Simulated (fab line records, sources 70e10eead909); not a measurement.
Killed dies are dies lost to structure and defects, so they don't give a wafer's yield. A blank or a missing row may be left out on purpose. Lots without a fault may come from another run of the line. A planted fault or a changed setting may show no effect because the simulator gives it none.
Which tool did it? | flow nand_harc | 24 lots, 72 wafers sampled, at 6 steps of a route of 1302

WHAT THE GAUGES READ, wafer by wafer
The record holds no reading of a measuring or inspecting step that can be judged against a usual standard deviation.

WHICH TOOL RAN EACH LOT (tool, then ch and the chambers of the sampled wafers, then the start)
lot  | NHARC_A_STAIRCASE_ETCH_253         | NHARC_A_STAIRCASE_STRIP_274                   | NHARC_A_STAIRCASE_DESCUM_291       | NHARC_A_STAIRCASE_ETCH_453                    | NHARC_A_STAIRCASE_ALD_420        | NHARC_A_STAIRCASE_DEP_151
L074 | rie_diel-06 ch 0,2,3, day 15 14:50 | rie_diel-12 ch 1,2,3, day 16 04:05 or earlier | rie_diel-12 ch 1,2,3, day 16 04:05 | rie_diel-01 ch 0,2,3, day 16 19:05 or earlier | ald_hk-02 ch 1,2,3, day 16 19:05 | pecvd-03 ch 0,2, day 17 03:19
L075 | rie_diel-12 ch 0,1,3, day 16 10:02 | rie_diel-01 ch 0,1,2, day 16 21:45 or earlier | rie_diel-06 ch 0,3, day 16 21:45   | rie_diel-06 ch 1,2,3, day 17 10:04 or earlier | ald_hk-02 ch 2,3, day 17 10:04   | pecvd-02 ch 0,1,2, day 17 18:14
L076 | rie_diel-12 ch 1,2,3, day 17 02:39 | rie_diel-12 ch 0,1,3, day 17 13:20 or earlier | rie_diel-12 ch 1,2, day 17 13:20   | rie_diel-06 ch 0,1, day 18 01:22 or earlier   | ald_hk-01 ch 0,2, day 18 01:22   | pecvd-04 ch 0,1, day 18 09:31
L077 | rie_diel-06 ch 0,1,2, day 17 06:39 | rie_diel-01 ch 0,2,3, day 17 16:26 or earlier | rie_diel-06 ch 0,1, day 17 16:26   | rie_diel-06 ch 0,2,3, day 18 05:23 or earlier | ald_hk-01 ch 0,1,3, day 18 05:23 | pecvd-02 ch 0,1,2, day 18 13:31
L078 | rie_diel-01 ch 1,2,3, day 17 21:09 | rie_diel-01 ch 0,1, day 18 06:52 or earlier   | rie_diel-06 ch 1,2, day 18 06:52   | rie_diel-06 ch 0,2, day 18 22:57 or earlier   | ald_hk-01 ch 1,2,3, day 18 22:57 | pecvd-04 ch 0,1,2, day 19 06:50
L079 | rie_diel-06 ch 1,2,3, day 18 05:40 | rie_diel-12 ch 0,1, day 18 15:08 or earlier   | rie_diel-12 ch 2,3, day 18 15:08   | rie_diel-12 ch 1,2, day 19 07:20 or earlier   | ald_hk-02 ch 1,2, day 19 07:20   | pecvd-03 ch 0,1, day 19 15:35
L080 | rie_diel-01 ch 0,2,3, day 18 19:38 | rie_diel-01 ch 0,1,2, day 19 20:07 or earlier | rie_diel-06 ch 2,3, day 19 20:07   | rie_diel-12 ch 1,3, day 20 08:54 or earlier   | ald_hk-03 ch 0,1,2, day 20 08:54 | pecvd-04 ch 0,1,2, day 20 16:49
L081 | rie_diel-01 ch 0,2, day 19 08:21   | rie_diel-01 ch 0,1,2, day 19 22:01 or earlier | rie_diel-06 ch 0,2, day 19 22:01   | rie_diel-06 ch 1,2, day 20 11:51 or earlier   | ald_hk-01 ch 1,3, day 20 11:51   | pecvd-02 ch 0,1,2, day 20 16:49
L082 | rie_diel-12 ch 2,3, day 19 08:34   | rie_diel-06 ch 1,2, day 19 22:10 or earlier   | rie_diel-01 ch 1,2,3, day 19 22:10 | rie_diel-12 ch 0,1,3, day 20 12:00 or earlier | ald_hk-02 ch 0,2,3, day 20 12:00 | pecvd-03 ch 0,1,2, day 20 16:44
L083 | rie_diel-01 ch 0,1,2, day 20 07:53 | rie_diel-12 ch 2,3, day 20 20:51 or earlier   | rie_diel-06 ch 0,1,2, day 20 20:51 | rie_diel-06 ch 0,1,2, day 21 10:56 or earlier | ald_hk-01 ch 1,2, day 21 10:56   | pecvd-03 ch 0,1,2, day 21 19:07
L085 | rie_diel-12 ch 0,2,3, day 20 11:36 | rie_diel-01 ch 0,1,3, day 21 00:23 or earlier | rie_diel-12 ch 1,2,3, day 21 00:23 | rie_diel-12 ch 1,2,3, day 21 15:38 or earlier | ald_hk-03 ch 0,1,2, day 21 15:38 | pecvd-03 ch 0,1, day 21 23:33
L084 | rie_diel-01 ch 1,3, day 20 13:02   | rie_diel-01 ch 0,2,3, day 21 01:28 or earlier | rie_diel-01 ch 1,2, day 21 01:28   | rie_diel-01 ch 0,1,2, day 22 00:46 or earlier | ald_hk-03 ch 0,3, day 22 00:46   | pecvd-02 ch 0,1,2, day 22 08:52
L086 | rie_diel-01 ch 0,1, day 21 03:44   | rie_diel-01 ch 1,2,3, day 21 16:40 or earlier | rie_diel-06 ch 0,1,2, day 21 16:40 | rie_diel-01 ch 2,3, day 22 09:17 or earlier   | ald_hk-03 ch 0,1, day 22 09:17   | pecvd-02 ch 0,2, day 22 17:19
L087 | rie_diel-12 ch 0,3, day 22 09:28   | rie_diel-12 ch 2,3, day 22 23:52 or earlier   | rie_diel-01 ch 2,3, day 22 23:52   | rie_diel-06 ch 0,2, day 23 17:49 or earlier   | ald_hk-02 ch 0,1, day 23 17:49   | pecvd-02 ch 0,1, day 24 01:56
L088 | rie_diel-06 ch 0,1, day 22 10:40   | rie_diel-06 ch 0,1, day 23 01:17 or earlier   | rie_diel-06 ch 0,1,2, day 23 01:17 | rie_diel-06 ch 1,2, day 23 17:46 or earlier   | ald_hk-01 ch 2,3, day 23 17:46   | pecvd-04 ch 0,1,2, day 24 02:09
L090 | rie_diel-01 ch 1,2,3, day 22 15:24 | rie_diel-01 ch 1,2,3, day 23 04:20 or earlier | rie_diel-12 ch 0,2, day 23 04:20   | rie_diel-12 ch 0,3, day 23 17:48 or earlier   | ald_hk-03 ch 1,3, day 23 17:48   | pecvd-02 ch 0,1,2, day 24 02:31
L089 | rie_diel-01 ch 2,3, day 22 15:46   | rie_diel-06 ch 0,2,3, day 23 04:34 or earlier | rie_diel-12 ch 0,2, day 23 04:34   | rie_diel-06 ch 0,1,3, day 23 20:49 or earlier | ald_hk-02 ch 0,1,2, day 23 20:49 | pecvd-04 ch 1,2, day 24 02:32
L091 | rie_diel-12 ch 1,2, day 23 10:20   | rie_diel-12 ch 1,2,3, day 23 21:02 or earlier | rie_diel-12 ch 1,3, day 23 21:02   | rie_diel-06 ch 0,1,2, day 24 06:53            | ald_hk-02 ch 1,2,3, day 24 13:20 | pecvd-03 ch 0,1,2, day 24 21:34
L093 | rie_diel-06 ch 1,2,3, day 23 16:17 | rie_diel-06 ch 0,2,3, day 24 04:29 or earlier | rie_diel-06 ch 0,1,2, day 24 04:29 | rie_diel-01 ch 1,2,3, day 25 00:17 or earlier | ald_hk-01 ch 0,1,3, day 25 00:17 | pecvd-02 ch 0,1,2, day 25 09:52
L092 | rie_diel-12 ch 1,2,3, day 23 17:51 | rie_diel-01 ch 0,1,2, day 24 15:22 or earlier | rie_diel-06 ch 0,1,2, day 24 15:22 | rie_diel-01 ch 1,2,3, day 25 07:35 or earlier | ald_hk-03 ch 0,2,3, day 25 07:35 | pecvd-04 ch 0,1,2, day 25 18:25
L094 | rie_diel-06 ch 1,2, day 24 03:20   | rie_diel-12 ch 0,1,2, day 24 23:56 or earlier | rie_diel-01 ch 0,1,3, day 24 23:56 | rie_diel-01 ch 0,1,2, day 25 13:29 or earlier | ald_hk-02 ch 1,2,3, day 25 13:29 | pecvd-03 ch 1,2, day 25 21:38
L095 | rie_diel-12 ch 0,1,2, day 24 09:52 | rie_diel-01 ch 0,1,3, day 25 04:43 or earlier | rie_diel-01 ch 0,1,2, day 25 04:43 | rie_diel-01 ch 0,1, day 25 20:47 or earlier   | ald_hk-02 ch 1,2,3, day 25 20:47 | pecvd-02 ch 0,1, day 26 04:56
L097 | rie_diel-01 ch 0,3, day 25 11:38   | rie_diel-01 ch 1,3, day 25 23:08 or earlier   | rie_diel-12 ch 1,2,3, day 25 23:08 | rie_diel-12 ch 0,1, day 26 15:39 or earlier   | ald_hk-02 ch 1,2, day 26 15:39   | pecvd-02 ch 0,1,2, day 26 23:48
L096 | rie_diel-12 ch 0,1,2, day 25 15:03 | rie_diel-06 ch 1,2,3, day 26 00:29 or earlier | rie_diel-06 ch 1,2,3, day 26 00:29 | rie_diel-12 ch 0,1,3, day 26 15:58 or earlier | ald_hk-03 ch 0,2,3, day 26 15:58 | pecvd-04 ch 0,1, day 26 23:48
- NHARC_A_STAIRCASE_ETCH_253: etches the open film in C4F8/O2, target depth 50 nm, time 20.2 s.
- NHARC_A_STAIRCASE_STRIP_274: strips in O2.
- NHARC_A_STAIRCASE_DESCUM_291: chemistry O2, time 3 s.
- NHARC_A_STAIRCASE_ETCH_453: etches the open film in CF4/O2, target depth 30 nm, overetch 3 nm, time 16.5 s.
- NHARC_A_STAIRCASE_ALD_420: deposits SiO2, target thk 20 nm, pulse time 6 s, ald cycles 200.
- NHARC_A_STAIRCASE_DEP_151: deposits SiO2, target thk 7200 nm.

WHAT THE TOOLS THEMSELVES READ (means of the sampled wafers that have a number; where no wafer has one, the mark that the record gives instead)
NHARC_A_STAIRCASE_ETCH_253.
lot  | tool        | oes_product_au (a.u.) | rf_vpp_V (V)
L074 | rie_diel-06 | 0.928                 | 896
L075 | rie_diel-12 | 0.969                 | 898
L076 | rie_diel-12 | 0.949                 | 893
L077 | rie_diel-06 | 0.951                 | 897
L078 | rie_diel-01 | 0.975                 | 893
L079 | rie_diel-06 | 0.980                 | 897
L080 | rie_diel-01 | 0.974                 | 896
L081 | rie_diel-01 | 0.920                 | 893
L082 | rie_diel-12 | 0.954                 | 890
L083 | rie_diel-01 | 0.974                 | 892
L085 | rie_diel-12 | 0.965                 | 900
L084 | rie_diel-01 | 0.959                 | 899
L086 | rie_diel-01 | 0.969                 | 894
L087 | rie_diel-12 | 0.973                 | 904
L088 | rie_diel-06 | 0.965                 | 893
L090 | rie_diel-01 | 0.955                 | 894
L089 | rie_diel-01 | 0.978                 | 899
L091 | rie_diel-12 | 0.943                 | 893
L093 | rie_diel-06 | 0.919                 | 896
L092 | rie_diel-12 | 0.978                 | 898
L094 | rie_diel-06 | 0.959                 | 901
L095 | rie_diel-12 | 0.945                 | 898
L097 | rie_diel-01 | 0.954                 | 902
L096 | rie_diel-12 | 0.957                 | 898

NHARC_A_STAIRCASE_STRIP_274.
lot  | tool        | drypump_motor_current_A (A) | oes_product_au (a.u.) | rf_vpp_V (V) | showerhead_plenum_p_Torr (Torr) | throttle_valve_pct (%)
L074 | rie_diel-12 | 5.9                         | 0.998                 | 58.3         | 3.44                            | 17.035
L075 | rie_diel-01 | 5.8                         | 1.005                 | 58.0         | 3.40                            | 17.041
L076 | rie_diel-12 | 5.8                         | 0.999                 | 57.5         | 3.57                            | 17.039
L077 | rie_diel-01 | 5.6                         | 1.012                 | 57.9         | 3.54                            | 17.042
L078 | rie_diel-01 | 5.7                         | 1.007                 | 57.7         | 3.49                            | 17.036
L079 | rie_diel-12 | 5.8                         | 0.983                 | 58.2         | 3.69                            | 17.044
L080 | rie_diel-01 | 5.8                         | 1.010                 | 57.7         | 3.39                            | 17.044
L081 | rie_diel-01 | 5.8                         | 1.004                 | 57.3         | 3.39                            | 17.046
L082 | rie_diel-06 | 5.2                         | 1.013                 | 58.3         | 3.67                            | 17.040
L083 | rie_diel-12 | 6.0                         | 1.020                 | 57.3         | 3.66                            | 17.039
L085 | rie_diel-01 | 5.9                         | 1.008                 | 58.4         | 3.55                            | 17.032
L084 | rie_diel-01 | 5.6                         | 1.008                 | 57.6         | 3.53                            | 17.038
L086 | rie_diel-01 | 6.0                         | 1.010                 | 57.8         | 3.45                            | 17.038
L087 | rie_diel-12 | 5.9                         | 1.021                 | 58.1         | 3.65                            | 17.035
L088 | rie_diel-06 | 5.7                         | 0.992                 | 57.5         | 3.47                            | 17.042
L090 | rie_diel-01 | 6.0                         | 1.009                 | 58.0         | 3.45                            | 17.039
L089 | rie_diel-06 | 5.5                         | 1.001                 | 57.4         | 3.51                            | 17.031
L091 | rie_diel-12 | 5.9                         | 1.001                 | 57.6         | 3.59                            | 17.030
L093 | rie_diel-06 | 5.5                         | 1.003                 | 57.2         | 3.50                            | 17.034
L092 | rie_diel-01 | 5.8                         | 1.008                 | 57.2         | 3.37                            | 17.031
L094 | rie_diel-12 | 6.0                         | 0.990                 | 57.6         | 3.58                            | 17.031
L095 | rie_diel-01 | 5.9                         | 1.000                 | 58.2         | 3.53                            | 17.036
L097 | rie_diel-01 | 6.2                         | 1.004                 | 57.8         | 3.45                            | 17.034
L096 | rie_diel-06 | 5.6                         | 0.991                 | 57.9         | 3.53                            | 17.041

NHARC_A_STAIRCASE_DESCUM_291.
lot  | tool        | drypump_motor_current_A (A) | oes_product_au (a.u.) | rf_vpp_V (V) | showerhead_plenum_p_Torr (Torr) | throttle_valve_pct (%)
L074 | rie_diel-12 | 5.9                         | 0.999                 | 57.1         | 1.86                            | 11.321
L075 | rie_diel-06 | 5.7                         | 1.004                 | 57.6         | 1.84                            | 11.300
L076 | rie_diel-12 | 5.9                         | 0.992                 | 57.6         | 1.93                            | 11.305
L077 | rie_diel-06 | 5.6                         | 1.002                 | 57.8         | 1.86                            | 11.315
L078 | rie_diel-06 | 5.2                         | 1.011                 | 58.9         | 2.00                            | 11.312
L079 | rie_diel-12 | 6.1                         | 1.004                 | 57.2         | 1.81                            | 11.305
L080 | rie_diel-06 | 5.6                         | 1.007                 | 57.5         | 1.91                            | 11.313
L081 | rie_diel-06 | 5.4                         | 1.007                 | 58.3         | 1.90                            | 11.316
L082 | rie_diel-01 | 6.0                         | 1.011                 | 57.6         | 1.87                            | 11.315
L083 | rie_diel-06 | 5.4                         | 1.002                 | 57.4         | 1.92                            | 11.311
L085 | rie_diel-12 | 5.9                         | 1.010                 | 58.0         | 1.95                            | 11.313
L084 | rie_diel-01 | 5.9                         | 1.011                 | 57.4         | 1.78                            | 11.322
L086 | rie_diel-06 | 5.4                         | 1.002                 | 57.6         | 1.92                            | 11.318
L087 | rie_diel-01 | 5.8                         | 1.013                 | 57.8         | 1.95                            | 11.313
L088 | rie_diel-06 | 5.4                         | 1.003                 | 58.3         | 1.92                            | 11.309
L090 | rie_diel-12 | 6.0                         | 1.000                 | 57.9         | 1.97                            | 11.306
L089 | rie_diel-12 | 6.0                         | 0.998                 | 58.0         | 1.97                            | 11.320
L091 | rie_diel-12 | 5.8                         | 1.000                 | 57.8         | 2.04                            | 11.304
L093 | rie_diel-06 | 5.4                         | 1.002                 | 58.6         | 1.92                            | 11.313
L092 | rie_diel-06 | 5.4                         | 1.010                 | 56.7         | 1.92                            | 11.307
L094 | rie_diel-01 | 5.9                         | 0.996                 | 57.9         | 1.92                            | 11.313
L095 | rie_diel-01 | 5.8                         | 0.998                 | 57.2         | 1.93                            | 11.309
L097 | rie_diel-12 | 5.9                         | 1.008                 | 58.2         | 1.94                            | 11.318
L096 | rie_diel-06 | 5.5                         | 0.993                 | 57.6         | 1.92                            | 11.313

NHARC_A_STAIRCASE_ETCH_453.
lot  | tool        | drypump_motor_current_A (A) | oes_product_au (a.u.) | rf_vpp_V (V) | showerhead_plenum_p_Torr (Torr) | throttle_valve_pct (%)
L074 | rie_diel-01 | 5.6                         | 1.001                 | 198.1        | 1.34                            | 13.403
L075 | rie_diel-06 | 5.5                         | 1.005                 | 198.0        | 1.35                            | 13.397
L076 | rie_diel-06 | 5.7                         | 0.999                 | 198.0        | 1.31                            | 13.389
L077 | rie_diel-06 | 5.5                         | 1.011                 | 197.1        | 1.33                            | 13.388
L078 | rie_diel-06 | 5.4                         | 1.006                 | 198.1        | 1.33                            | 13.394
L079 | rie_diel-12 | 6.1                         | 0.998                 | 196.9        | 1.31                            | 13.398
L080 | rie_diel-12 | 5.8                         | 1.000                 | 198.4        | 1.40                            | 13.393
L081 | rie_diel-06 | 5.2                         | 1.007                 | 199.1        | 1.39                            | 13.395
L082 | rie_diel-12 | 5.8                         | 0.994                 | 200.3        | 1.42                            | 13.402
L083 | rie_diel-06 | 5.4                         | 1.007                 | 198.5        | 1.34                            | 13.391
L085 | rie_diel-12 | 5.9                         | 1.001                 | 198.1        | 1.36                            | 13.396
L084 | rie_diel-01 | 5.8                         | 1.008                 | 197.0        | 1.28                            | 13.399
L086 | rie_diel-01 | 5.8                         | 1.019                 | 197.0        | 1.36                            | 13.393
L087 | rie_diel-06 | 5.4                         | 1.016                 | 199.1        | 1.32                            | 13.393
L088 | rie_diel-06 | 5.5                         | 1.000                 | 197.8        | 1.36                            | 13.405
L090 | rie_diel-12 | 5.8                         | 1.017                 | 199.7        | 1.44                            | 13.403
L089 | rie_diel-06 | 5.7                         | 0.998                 | 196.5        | 1.29                            | 13.402
L091 | rie_diel-06 | 5.4                         | 1.003                 | 197.7        | 1.33                            | 13.392
L093 | rie_diel-01 | 6.0                         | 1.003                 | 198.0        | 1.37                            | 13.402
L092 | rie_diel-01 | 6.0                         | 1.005                 | 198.2        | 1.37                            | 13.390
L094 | rie_diel-01 | 5.8                         | 1.002                 | 197.8        | 1.34                            | 13.390
L095 | rie_diel-01 | 6.1                         | 0.991                 | 197.1        | 1.28                            | 13.402
L097 | rie_diel-12 | 5.9                         | 0.979                 | 199.4        | 1.40                            | 13.390
L096 | rie_diel-12 | 5.8                         | 1.003                 | 199.1        | 1.41                            | 13.395

NHARC_A_STAIRCASE_ALD_420.
lot  | tool      | heater_power_w (W) | precursor_pulse_height_rel
L074 | ald_hk-02 | 473                | 0.996
L075 | ald_hk-02 | 452                | 0.990
L076 | ald_hk-01 | 425                | 1.002
L077 | ald_hk-01 | 436                | 1.013
L078 | ald_hk-01 | 459                | 0.979
L079 | ald_hk-02 | 495                | 1.020
L080 | ald_hk-03 | 531                | 0.995
L081 | ald_hk-01 | 463                | 1.004
L082 | ald_hk-02 | 445                | 0.988
L083 | ald_hk-01 | 451                | 0.989
L085 | ald_hk-03 | 524                | 1.001
L084 | ald_hk-03 | 467                | 0.987
L086 | ald_hk-03 | 544                | 0.997
L087 | ald_hk-02 | 493                | 1.010
L088 | ald_hk-01 | 463                | 1.023
L090 | ald_hk-03 | 530                | 1.011
L089 | ald_hk-02 | 498                | 1.005
L091 | ald_hk-02 | 478                | 1.022
L093 | ald_hk-01 | 436                | 1.005
L092 | ald_hk-03 | 491                | 1.010
L094 | ald_hk-02 | 478                | 1.015
L095 | ald_hk-02 | 479                | 1.002
L097 | ald_hk-02 | 503                | 0.999
L096 | ald_hk-03 | 477                | 0.986

NHARC_A_STAIRCASE_DEP_151.
lot  | tool     | heater_power_w (W) | mfc_precursor_sccm (sccm)
L074 | pecvd-03 | 751                | 199.6
L075 | pecvd-02 | 627                | 199.6
L076 | pecvd-04 | 654                | 200.3
L077 | pecvd-02 | 644                | 199.4
L078 | pecvd-04 | 659                | 200.3
L079 | pecvd-03 | 585                | 199.5
L080 | pecvd-04 | 656                | 200.0
L081 | pecvd-02 | 643                | 200.5
L082 | pecvd-03 | 681                | 199.8
L083 | pecvd-03 | 669                | 200.0
L085 | pecvd-03 | 654                | 199.8
L084 | pecvd-02 | 674                | 199.2
L086 | pecvd-02 | 502                | 199.9
L087 | pecvd-02 | 798                | 200.1
L088 | pecvd-04 | 566                | 200.3
L090 | pecvd-02 | 647                | 200.1
L089 | pecvd-04 | 647                | 200.2
L091 | pecvd-03 | 665                | 199.5
L093 | pecvd-02 | 690                | 199.4
L092 | pecvd-04 | 652                | 200.3
L094 | pecvd-03 | 769                | 200.7
L095 | pecvd-02 | 784                | 199.5
L097 | pecvd-02 | 662                | 199.8
L096 | pecvd-04 | 597                | 200.4

THE ANSWER, worked out from the rows above alone
Rule: what is usual is taken from the lots themselves. Put in order of their means at a reading, lots are off if they are a third of the lots or fewer, leave a main group of 4 or more, and stand apart from it by a gap of 3 or more times the standard deviation of the main group's means; of several such gaps the widest counts. A main group whose means are all the same, to the digits that the tables above print for the reading, isn't used. A lot without any number at a reading at which 4 lots or more have one is off too. The other lots that the step has rows for count as sound. The gauges are gone through in route order, then the tools' own readings, and for those a lot's mean is taken as printed above. The first step at which some lot is off is used, and at that step the reading that is off furthest; a lot without a number counts as furthest.
No lot is off at any reading shown: from this, nothing can be told.

WHAT THE SIMULATOR HAD PUT IN
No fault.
